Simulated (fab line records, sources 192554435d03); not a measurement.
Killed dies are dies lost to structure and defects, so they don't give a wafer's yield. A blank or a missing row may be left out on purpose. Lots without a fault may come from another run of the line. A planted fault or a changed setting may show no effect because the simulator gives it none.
Which tool did it? | flow n5_finfet | 20 lots, 60 wafers sampled, at 6 steps of a route of 1938

WHAT THE GAUGES READ, wafer by wafer
The record holds no reading of a measuring or inspecting step that can be judged against a usual standard deviation.

WHICH TOOL RAN EACH LOT (tool, then ch and the chambers of the sampled wafers, then the start)
lot  | N5_BEOL_M0_SAQP_RECESS_114         | N5_BEOL_M0_SAQP_ETCH_101           | N5_BEOL_M0_SAQP_DESCUM_45          | N5_BEOL_M0_CUTY_ETCH_63            | N5_BEOL_M0_HM_OPEN_105            | N5_BEOL_M0_SPUTTER_132
L074 | vapor_etch-01 ch 0,1, day 5 11:58  | rie_diel-06 ch 0,2, day 5 13:03    | rie_diel-01 ch 1,2, day 5 15:21    | rie_diel-03 ch 1,2,3, day 5 17:25  | rie_metal-03 ch 0,1, day 5 21:25  | pvd_sputter-03, day 6 02:19
L076 | vapor_etch-02 ch 0,1, day 6 04:19  | rie_diel-02 ch 1,2,3, day 6 05:30  | rie_diel-06 ch 0,1,3, day 6 07:50  | rie_diel-04 ch 1,2,3, day 6 09:19  | rie_metal-03 ch 0,1, day 6 09:59  | pvd_sputter-02, day 6 13:17
L077 | vapor_etch-01 ch 0,1, day 6 07:11  | rie_diel-06 ch 0,3, day 6 08:17    | rie_diel-01 ch 1,2, day 6 10:52    | rie_diel-03 ch 0,2,3, day 6 12:21  | rie_metal-01 ch 0,1, day 6 12:52  | pvd_sputter-01, day 6 15:01
L078 | vapor_etch-02 ch 0,1, day 6 12:52  | rie_diel-02 ch 1,2,3, day 6 14:07  | rie_diel-01 ch 1,3, day 6 16:16    | rie_diel-05 ch 0,2, day 6 17:45    | rie_metal-01 ch 0,1, day 6 19:49  | pvd_sputter-01, day 6 23:27
L079 | vapor_etch-01 ch 0,1, day 6 16:59  | rie_diel-01 ch 0,1,2, day 6 18:04  | rie_diel-06 ch 0,1,3, day 6 20:29  | rie_diel-04 ch 1,2,3, day 6 21:50  | rie_metal-03 ch 0,1, day 6 23:15  | pvd_sputter-01, day 7 02:01
L080 | vapor_etch-01 ch 0,1, day 7 01:56  | rie_diel-06 ch 2,3, day 7 02:58    | rie_diel-01 ch 1,2,3, day 7 05:08  | rie_diel-04 ch 1,2,3, day 7 06:37  | rie_metal-01 ch 0,1, day 7 07:17  | pvd_sputter-03, day 7 09:21
L081 | vapor_etch-01 ch 0,1, day 7 12:55  | rie_diel-02 ch 0,1,2, day 7 14:26  | rie_diel-02 ch 1,2, day 7 16:35    | rie_diel-05 ch 0,3, day 7 19:40    | rie_metal-01 ch 0,1, day 7 19:56  | pvd_sputter-02, day 7 23:07
L083 | vapor_etch-01 ch 1, day 7 18:02    | rie_diel-02 ch 0,2, day 7 19:08    | rie_diel-01 ch 0,3, day 7 21:31    | rie_diel-03 ch 1,2, day 7 23:11    | rie_metal-03 ch 0,1, day 7 23:27  | pvd_sputter-03, day 8 00:59
L084 | vapor_etch-01 ch 0,1, day 7 22:22  | rie_diel-06 ch 0,1, day 7 23:46    | rie_diel-01 ch 0,2,3, day 8 03:10  | rie_diel-04 ch 1,2,3, day 8 05:10  | rie_metal-03 ch 0,1, day 8 07:22  | pvd_sputter-01, day 8 10:52
L086 | vapor_etch-02 ch 0,1, day 8 16:01  | rie_diel-06 ch 0,2,3, day 8 17:45  | rie_diel-01 ch 0,1,3, day 8 20:30  | rie_diel-03 ch 0,1,2, day 8 22:07  | rie_metal-03 ch 0,1, day 8 22:37  | pvd_sputter-01, day 9 02:08
L087 | vapor_etch-01 ch 0,1, day 8 19:01  | rie_diel-02 ch 2,3, day 8 20:07    | rie_diel-01 ch 0,3, day 8 22:16    | rie_diel-03 ch 0,2,3, day 8 23:53  | rie_metal-02 ch 0,1, day 9 00:10  | pvd_sputter-03, day 9 03:17
L089 | vapor_etch-02 ch 0,1, day 9 05:07  | rie_diel-06 ch 0,1,2, day 9 06:13  | rie_diel-06 ch 0,2,3, day 9 08:34  | rie_diel-03 ch 0,1,3, day 9 10:06  | rie_metal-03 ch 0,1, day 9 13:26  | pvd_sputter-01, day 9 15:25
L088 | vapor_etch-01 ch 0,1, day 9 11:27  | rie_diel-02 ch 0,1, day 9 12:34    | rie_diel-02 ch 2,3, day 9 14:56    | rie_diel-05 ch 0,2, day 9 16:38    | rie_metal-02 ch 0, day 9 17:26    | pvd_sputter-03, day 9 19:49
L090 | vapor_etch-01 ch 0,1, day 9 15:31  | rie_diel-06 ch 0,2,3, day 9 16:29  | rie_diel-02 ch 1,2, day 9 19:14    | rie_diel-05 ch 0,1, day 9 20:37    | rie_metal-03 ch 0,1, day 9 21:01  | pvd_sputter-01, day 10 00:13
L091 | vapor_etch-01 ch 0,1, day 9 17:11  | rie_diel-02 ch 1,2, day 9 19:00    | rie_diel-02 ch 0,1,3, day 9 21:10  | rie_diel-05 ch 0,3, day 9 23:01    | rie_metal-01 ch 0,1, day 10 01:22 | pvd_sputter-02, day 10 05:02
L092 | vapor_etch-02 ch 0,1, day 10 02:47 | rie_diel-01 ch 1,2,3, day 10 03:58 | rie_diel-01 ch 2,3, day 10 06:14   | rie_diel-03 ch 1,3, day 10 08:21   | rie_metal-01 ch 0,1, day 10 11:37 | pvd_sputter-03, day 10 13:28
L093 | vapor_etch-01 ch 0, day 10 05:58   | rie_diel-02 ch 0,1,3, day 10 07:20 | rie_diel-06 ch 0,1,2, day 10 09:29 | rie_diel-04 ch 0,1,2, day 10 10:58 | rie_metal-03 ch 0,1, day 10 12:05 | pvd_sputter-01, day 10 15:37
L094 | vapor_etch-02 ch 0,1, day 10 13:41 | rie_diel-02 ch 0,2, day 10 15:02   | rie_diel-01 ch 1,3, day 10 17:43   | rie_diel-04 ch 0,3, day 10 19:12   | rie_metal-03 ch 0,1, day 10 19:39 | pvd_sputter-02, day 10 22:38
L096 | vapor_etch-02 ch 0,1, day 11 07:31 | rie_diel-06 ch 1,2,3, day 11 08:37 | rie_diel-02 ch 0,2,3, day 11 10:56 | rie_diel-05 ch 1,2,3, day 11 12:52 | rie_metal-02 ch 0, day 11 13:39   | pvd_sputter-01, day 11 19:47
L097 | vapor_etch-01 ch 0,1, day 11 08:22 | rie_diel-02 ch 0,2,3, day 11 09:28 | rie_diel-02 ch 1,2,3, day 11 11:37 | rie_diel-05 ch 1,2,3, day 11 13:11 | rie_metal-03 ch 0,1, day 11 13:42 | pvd_sputter-02, day 11 15:44
- N5_BEOL_M0_SAQP_RECESS_114: chemistry HF/NH3, target SiO2, target depth 14.4 nm, afs cycles 3, sublimation time 60 s.
- N5_BEOL_M0_SAQP_ETCH_101: etches SiNx in CH3F/O2, target depth 29.9 nm, time 42.7 s.
- N5_BEOL_M0_SAQP_DESCUM_45: chemistry O2, time 7 s.
- N5_BEOL_M0_CUTY_ETCH_63: etches SOC in N2/H2, target depth 82.7 nm, overetch 16.5 nm, time 124 s.
- N5_BEOL_M0_HM_OPEN_105: chemistry Cl2/BCl3, target TiN, target depth 12 nm.
- N5_BEOL_M0_SPUTTER_132: material Cu, target thk 4 nm, time 7.37 s.

WHAT THE TOOLS THEMSELVES READ (means of the sampled wafers that have a number; where no wafer has one, the mark that the record gives instead)
N5_BEOL_M0_SAQP_RECESS_114. Usual: drypump_motor_current_A 5.8 A, standard deviation 0.34; temp_c 30.00 C, standard deviation 0.11.
lot  | tool          | drypump_motor_current_A (A) | temp_c (C) | flag
L074 | vapor_etch-01 | 6.0                         | 30.00      |
L076 | vapor_etch-02 | 5.2                         | 29.96      |
L077 | vapor_etch-01 | 5.9                         | 29.87      |
L078 | vapor_etch-02 | 5.2                         | 30.06      |
L079 | vapor_etch-01 | 6.0                         | 29.97      |
L080 | vapor_etch-01 | 6.0                         | 30.08      |
L081 | vapor_etch-01 | 6.0                         | 30.00      |
L083 | vapor_etch-01 | 5.9                         | 29.91      |
L084 | vapor_etch-01 | 5.9                         | 29.90      |
L086 | vapor_etch-02 | 5.2                         | 30.04      |
L087 | vapor_etch-01 | 5.9                         | 30.08      |
L089 | vapor_etch-02 | 5.3                         | 30.03      |
L088 | vapor_etch-01 | 6.0                         | 30.07      |
L090 | vapor_etch-01 | 6.0                         | 29.98      |
L091 | vapor_etch-01 | 5.9                         | 30.02      |
L092 | vapor_etch-02 | 5.2                         | 30.00      |
L093 | vapor_etch-01 | 6.0                         | 30.00      |
L094 | vapor_etch-02 | 5.2                         | 30.02      |
L096 | vapor_etch-02 | 5.2                         | 30.05      |
L097 | vapor_etch-01 | 5.9                         | 30.13      |

N5_BEOL_M0_SAQP_ETCH_101. Usual: drypump_motor_current_A 5.54 A, standard deviation 0.27; oes_f_703_au 0.78 a.u., standard deviation 0.078; oes_product_au 0.77 a.u., standard deviation 0.081; rf_fwd_power_W 392.9 W, standard deviation 1.3; rf_vpp_V 299 V, standard deviation 6.2; showerhead_plenum_p_Torr 2.01 Torr, standard deviation 0.069; throttle_valve_pct 16.32 %, standard deviation 0.26.
lot  | tool        | drypump_motor_current_A (A) | oes_f_703_au (a.u.) | oes_product_au (a.u.) | rf_fwd_power_W (W) | rf_vpp_V (V) | showerhead_plenum_p_Torr (Torr) | throttle_valve_pct (%) | flag
L074 | rie_diel-06 | 5.65                        | 0.74                | 0.72                  | 391.7              | 290          | 2.02                            | 16.44                  |
L076 | rie_diel-02 | 5.62                        | 0.85                | 0.84                  | 391.8              | 300          | 1.96                            | 16.16                  |
L077 | rie_diel-06 | 5.81                        | 0.77                | 0.77                  | 393.5              | 295          | 2.04                            | 16.43                  |
L078 | rie_diel-02 | 5.60                        | 0.84                | 0.82                  | 393.5              | 301          | 1.96                            | 16.16                  |
L079 | rie_diel-01 | 5.55                        | 0.73                | 0.72                  | 394.4              | 296          | 2.02                            | 16.52                  |
L080 | rie_diel-06 | 5.58                        | 0.79                | 0.79                  | 392.3              | 291          | 2.09                            | 16.11                  |
L081 | rie_diel-02 | 5.54                        | 0.80                | 0.80                  | 392.8              | 304          | 2.00                            | 16.20                  |
L083 | rie_diel-02 | 5.59                        | 0.79                | 0.79                  | 393.4              | 306          | 2.03                            | 16.08                  |
L084 | rie_diel-06 | 5.47                        | 0.70                | 0.70                  | 392.0              | 298          | 1.98                            | 16.53                  |
L086 | rie_diel-06 | 5.70                        | 0.77                | 0.76                  | 392.3              | 294          | 2.06                            | 16.30                  |
L087 | rie_diel-02 | 5.67                        | 0.81                | 0.81                  | 393.7              | 303          | 1.98                            | 16.06                  |
L089 | rie_diel-06 | 5.51                        | 0.71                | 0.71                  | 392.6              | 293          | 2.01                            | 16.44                  |
L088 | rie_diel-02 | 5.46                        | 0.80                | 0.78                  | 393.2              | 303          | 1.97                            | 16.35                  |
L090 | rie_diel-06 | 5.69                        | 0.77                | 0.75                  | 392.6              | 292          | 2.06                            | 16.31                  |
L091 | rie_diel-02 | 5.72                        | 0.84                | 0.83                  | 393.3              | 304          | 1.96                            | 16.17                  |
L092 | rie_diel-01 | 5.47                        | 0.81                | 0.82                  | 393.0              | 298          | 2.05                            | 16.47                  |
L093 | rie_diel-02 | 5.37                        | 0.77                | 0.75                  | 393.0              | 300          | 1.96                            | 16.39                  |
L094 | rie_diel-02 | 5.34                        | 0.72                | 0.72                  | 392.8              | 306          | 2.03                            | 16.31                  |
L096 | rie_diel-06 | 5.56                        | 0.75                | 0.74                  | 392.6              | 296          | 2.05                            | 16.28                  |
L097 | rie_diel-02 | 5.44                        | 0.85                | 0.85                  | 392.9              | 301          | 1.98                            | 16.10                  |

N5_BEOL_M0_SAQP_DESCUM_45. Usual: drypump_motor_current_A 5.50 A, standard deviation 0.26; oes_product_au 0.77 a.u., standard deviation 0.087; rf_fwd_power_W 49.33 W, standard deviation 0.28; rf_vpp_V 243.3 V, standard deviation 1.3; showerhead_plenum_p_Torr 2.11 Torr, standard deviation 0.067; temp_c 40.00 C, standard deviation 0.098; throttle_valve_pct 20.48 %, standard deviation 0.25.
lot  | tool        | drypump_motor_current_A (A) | oes_product_au (a.u.) | rf_fwd_power_W (W) | rf_vpp_V (V) | showerhead_plenum_p_Torr (Torr) | temp_c (C) | throttle_valve_pct (%) | flag
L074 | rie_diel-01 | 5.59                        | 0.70                  | 49.57              | 243.9        | 2.17                            | 40.11      | 20.54                  |
L076 | rie_diel-06 | 5.66                        | 0.75                  | 49.36              | 243.6        | 2.12                            | 40.00      | 20.39                  |
L077 | rie_diel-01 | 5.56                        | 0.70                  | 49.67              | 244.2        | 2.16                            | 40.00      | 20.53                  |
L078 | rie_diel-01 | 5.37                        | 0.77                  | 49.31              | 245.0        | 2.15                            | 39.97      | 20.48                  |
L079 | rie_diel-06 | 5.66                        | 0.76                  | 49.06              | 243.7        | 2.12                            | 40.08      | 20.39                  |
L080 | rie_diel-01 | 5.44                        | 0.75                  | 49.33              | 244.5        | 2.15                            | 40.03      | 20.62                  |
L081 | rie_diel-02 | 5.74                        | 0.85                  | 49.59              | 242.4        | 2.06                            | 39.94      | 20.28                  |
L083 | rie_diel-01 | 5.33                        | 0.79                  | 49.12              | 242.8        | 2.05                            | 39.97      | 20.61                  |
L084 | rie_diel-01 | 5.44                        | 0.76                  | 49.15              | 243.2        | 2.10                            | 40.01      | 20.70                  |
L086 | rie_diel-01 | 5.34                        | 0.88                  | 49.34              | 243.3        | 2.10                            | 39.88      | 20.43                  |
L087 | rie_diel-01 | 5.26                        | 0.82                  | 49.04              | 243.0        | 2.09                            | 40.07      | 20.65                  |
L089 | rie_diel-06 | 5.69                        | 0.76                  | 49.32              | 243.9        | 2.15                            | 39.97      | 20.32                  |
L088 | rie_diel-02 | 5.48                        | 0.77                  | 49.24              | 242.0        | 2.04                            | 40.04      | 20.32                  |
L090 | rie_diel-02 | 5.72                        | 0.83                  | 49.56              | 242.6        | 2.06                            | 39.98      | 20.30                  |
L091 | rie_diel-02 | 5.36                        | 0.74                  | 49.39              | 242.1        | 2.06                            | 40.02      | 20.52                  |
L092 | rie_diel-01 | 5.36                        | 0.78                  | 49.06              | 243.5        | 2.14                            | 39.97      | 20.76                  |
L093 | rie_diel-06 | 5.50                        | 0.69                  | 49.28              | 243.0        | 2.10                            | 40.08      | 20.48                  |
L094 | rie_diel-01 | 5.25                        | 0.88                  | 49.10              | 243.4        | 2.13                            | 40.14      | 20.46                  |
L096 | rie_diel-02 | 5.44                        | 0.85                  | 49.36              | 243.5        | 2.09                            | 39.97      | 20.26                  |
L097 | rie_diel-02 | 5.59                        | 0.78                  | 49.40              | 242.7        | 2.05                            | 40.00      | 20.32                  |

N5_BEOL_M0_CUTY_ETCH_63. Usual: drypump_motor_current_A 5.9 A, standard deviation 0.45; oes_product_au 0.61 a.u., standard deviation 0.064; rf_fwd_power_W 836.3 W, standard deviation 2.9; rf_vpp_V 523.5 V, standard deviation 2.5; showerhead_plenum_p_Torr 2.53 Torr, standard deviation 0.077; temp_c 40.01 C, standard deviation 0.13; throttle_valve_pct 17.80 %, standard deviation 0.25.
lot  | tool        | drypump_motor_current_A (A) | oes_product_au (a.u.) | rf_fwd_power_W (W) | rf_vpp_V (V) | showerhead_plenum_p_Torr (Torr) | temp_c (C) | throttle_valve_pct (%) | flag
L074 | rie_diel-03 | 6.0                         | 0.70                  | 838.2              | 524.0        | 2.55                            | 40.02      | 17.87                  |
L076 | rie_diel-04 | 6.2                         | 0.61                  | 832.7              | 524.1        | 2.54                            | 40.10      | 17.77                  |
L077 | rie_diel-03 | 5.6                         | 0.65                  | 837.3              | 523.9        | 2.55                            | 40.08      | 17.98                  |
L078 | rie_diel-05 | 5.9                         | 0.57                  | 837.4              | 520.2        | 2.42                            | 39.94      | 17.90                  |
L079 | rie_diel-04 | 6.2                         | 0.61                  | 836.2              | 523.9        | 2.54                            | 40.01      | 17.77                  |
L080 | rie_diel-04 | 6.2                         | 0.61                  | 835.7              | 524.6        | 2.54                            | 40.14      | 17.77                  |
L081 | rie_diel-05 | 6.1                         | 0.58                  | 836.6              | 522.5        | 2.55                            | 40.09      | 17.66                  |
L083 | rie_diel-03 | 6.2                         | 0.63                  | 839.6              | 523.9        | 2.58                            | 39.95      | 18.11                  |
L084 | rie_diel-04 | 6.2                         | 0.60                  | 835.4              | 523.4        | 2.53                            | 40.02      | 17.79                  |
L086 | rie_diel-03 | 6.0                         | 0.63                  | 835.2              | 524.1        | 2.53                            | 40.15      | 17.92                  |
L087 | rie_diel-03 | 5.6                         | 0.62                  | 836.8              | 523.4        | 2.54                            | 40.05      | 18.02                  |
L089 | rie_diel-03 | 5.8                         | 0.67                  | 838.6              | 522.1        | 2.49                            | 39.99      | 17.72                  |
L088 | rie_diel-05 | 5.9                         | 0.56                  | 834.1              | 519.7        | 2.41                            | 39.96      | 17.93                  |
L090 | rie_diel-05 | 5.3                         | 0.58                  | 836.9              | 521.6        | 2.48                            | 39.92      | 17.76                  |
L091 | rie_diel-05 | 5.9                         | 0.56                  | 841.5              | 521.5        | 2.47                            | 40.12      | 17.76                  |
L092 | rie_diel-03 | 5.9                         | 0.69                  | 833.4              | 522.3        | 2.49                            | 39.94      | 17.72                  |
L093 | rie_diel-04 | 6.3                         | 0.57                  | 838.1              | 524.7        | 2.58                            | 40.07      | 17.83                  |
L094 | rie_diel-04 | 6.3                         | 0.61                  | 834.3              | 523.4        | 2.50                            | 40.05      | 17.65                  |
L096 | rie_diel-05 | 5.7                         | 0.64                  | 835.4              | 525.6        | 2.61                            | 40.02      | 17.69                  |
L097 | rie_diel-05 | 5.7                         | 0.64                  | 836.2              | 525.9        | 2.61                            | 40.03      | 17.71                  |

N5_BEOL_M0_HM_OPEN_105. Usual: drypump_motor_current_A 5.3 A, standard deviation 0.47; oes_product_au 0.72 a.u., standard deviation 0.07; rf_fwd_power_W 995 W, standard deviation 3.3; throttle_valve_pct 22.0 %, standard deviation 0.35.
lot  | tool         | drypump_motor_current_A (A) | oes_product_au (a.u.) | rf_fwd_power_W (W) | throttle_valve_pct (%) | flag
L074 | rie_metal-03 | 5.2                         | 0.69                  | 996                | 22.1                   |
L076 | rie_metal-03 | 5.5                         | 0.67                  | 993                | 22.3                   |
L077 | rie_metal-01 | 5.0                         | 0.84                  | 993                | 21.6                   |
L078 | rie_metal-01 | 5.0                         | 0.83                  | 995                | 21.6                   |
L079 | rie_metal-03 | 5.2                         | 0.68                  | 996                | 22.2                   |
L080 | rie_metal-01 | 5.0                         | 0.82                  | 999                | 21.6                   |
L081 | rie_metal-01 | 5.0                         | 0.82                  | 999                | 21.6                   |
L083 | rie_metal-03 | 5.5                         | 0.67                  | 993                | 22.3                   |
L084 | rie_metal-03 | 5.1                         | 0.68                  | 996                | 22.1                   |
L086 | rie_metal-03 | 5.1                         | 0.68                  | 994                | 22.1                   |
L087 | rie_metal-02 | 5.8                         | 0.79                  | 995                | 21.7                   |
L089 | rie_metal-03 | 5.5                         | 0.66                  | 992                | 22.3                   |
L088 | rie_metal-02 | 5.6                         | 0.77                  | 992                | 22.0                   |
L090 | rie_metal-03 | 5.5                         | 0.66                  | 992                | 22.3                   |
L091 | rie_metal-01 | 5.0                         | 0.79                  | 996                | 21.6                   |
L092 | rie_metal-01 | 4.9                         | 0.75                  | 997                | 21.7                   |
L093 | rie_metal-03 | 5.5                         | 0.66                  | 996                | 22.3                   |
L094 | rie_metal-03 | 5.1                         | 0.66                  | 993                | 22.2                   |
L096 | rie_metal-02 | 5.5                         | 0.76                  | 995                | 22.0                   |
L097 | rie_metal-03 | 5.5                         | 0.65                  | 995                | 22.3                   |

N5_BEOL_M0_SPUTTER_132. Usual: throttle_valve_pct 30.0 %, standard deviation 0.98.
lot  | tool           | throttle_valve_pct (%) | flag
L074 | pvd_sputter-03 | 30.5                   |
L076 | pvd_sputter-02 | 28.5                   |
L077 | pvd_sputter-01 | 30.3                   |
L078 | pvd_sputter-01 | 30.3                   |
L079 | pvd_sputter-01 | 30.4                   |
L080 | pvd_sputter-03 | 30.2                   |
L081 | pvd_sputter-02 | 28.6                   |
L083 | pvd_sputter-03 | 30.6                   |
L084 | pvd_sputter-01 | 30.5                   |
L086 | pvd_sputter-01 | 30.2                   |
L087 | pvd_sputter-03 | 30.0                   |
L089 | pvd_sputter-01 | 30.4                   |
L088 | pvd_sputter-03 | 30.4                   |
L090 | pvd_sputter-01 | 30.6                   |
L091 | pvd_sputter-02 | 28.1                   |
L092 | pvd_sputter-03 | 30.9                   |
L093 | pvd_sputter-01 | 29.9                   |
L094 | pvd_sputter-02 | 28.2                   |
L096 | pvd_sputter-01 | 29.6                   |
L097 | pvd_sputter-02 | 29.3                   |

THE ANSWER, worked out from the rows above alone
Rule: a lot is off if the mean of its wafers that have a number lies more than 3 standard deviations from the usual mean. A lot without any number at a reading at which 4 lots or more have one is off too. The other lots that the step has rows for count as sound. The gauges are gone through in route order, then the tools' own readings, and for those a lot's mean is taken as printed above. The first step at which some lot is off is used, and at that step the reading that is off furthest; a lot without a number counts as furthest.
No lot is off at any reading shown: from this, nothing can be told.

WHAT THE SIMULATOR HAD PUT IN
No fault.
